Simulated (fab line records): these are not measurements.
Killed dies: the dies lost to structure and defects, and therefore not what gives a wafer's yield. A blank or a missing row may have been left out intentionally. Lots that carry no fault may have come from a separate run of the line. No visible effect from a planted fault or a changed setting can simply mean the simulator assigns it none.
Chamber matching    flow n5_finfet    3 sister chambers for N5_BEOL_M11_ILD_DEP_00 on pecvd-04
The step deposits SiCOH lowk from DEMS/porogen, target thk 308.51 nm, time 58 s. 6 wafers are shown with their chamber, then 9 later ones without.

## WAFERS WITH THEIR CHAMBER
wafer   chamber  heater_power_w (W)  showerhead_plenum_p_Torr (Torr)
L080.5  0        171                 5.760
L084.1  1        403                 5.745
L084.2  0        156                 5.756
L086.1  1        370                 5.742
L086.2  2        253                 5.681
L086.4  2        192                 5.690

## WAFERS MISSING THEIR CHAMBER
wafer   heater_power_w (W)  showerhead_plenum_p_Torr (Torr)
L088.1  228                 5.695
L088.4  240                 5.704
L088.5  165                 5.745
L092.2  365                 5.734
L092.4  377                 5.746
L092.6  223                 5.691
L093.1  148                 5.754
L093.4  373                 5.754
L093.6  157                 5.764

## THE CHAMBER EACH PASSED THROUGH
wafer   from the rows above  in truth
L088.1  2                    2
L088.4  2                    2
L088.5  0                    0
L092.2  1                    1
L092.4  1                    1
L092.6  2                    2
L093.1  0                    0
L093.4  1                    1
L093.6  0                    0
Placed correctly: 9 of 9. Number that these rows cannot place: 0. Placed wrongly: 0.
How it was worked out, from the rows above alone: a wafer's distance from a chamber is the root of the sum, over the readings, of the square of ((its reading less the chamber's mean) divided by the reading's scatter). The wafer belongs to the nearest chamber; if the next one is less than 2 further off, it can't be placed. A chamber's mean is the mean of its shown wafers. The scatter is the square root of a quotient: the sum, over the shown wafers, of each reading's squared deviation from its chamber's mean, divided by wafers minus chambers.
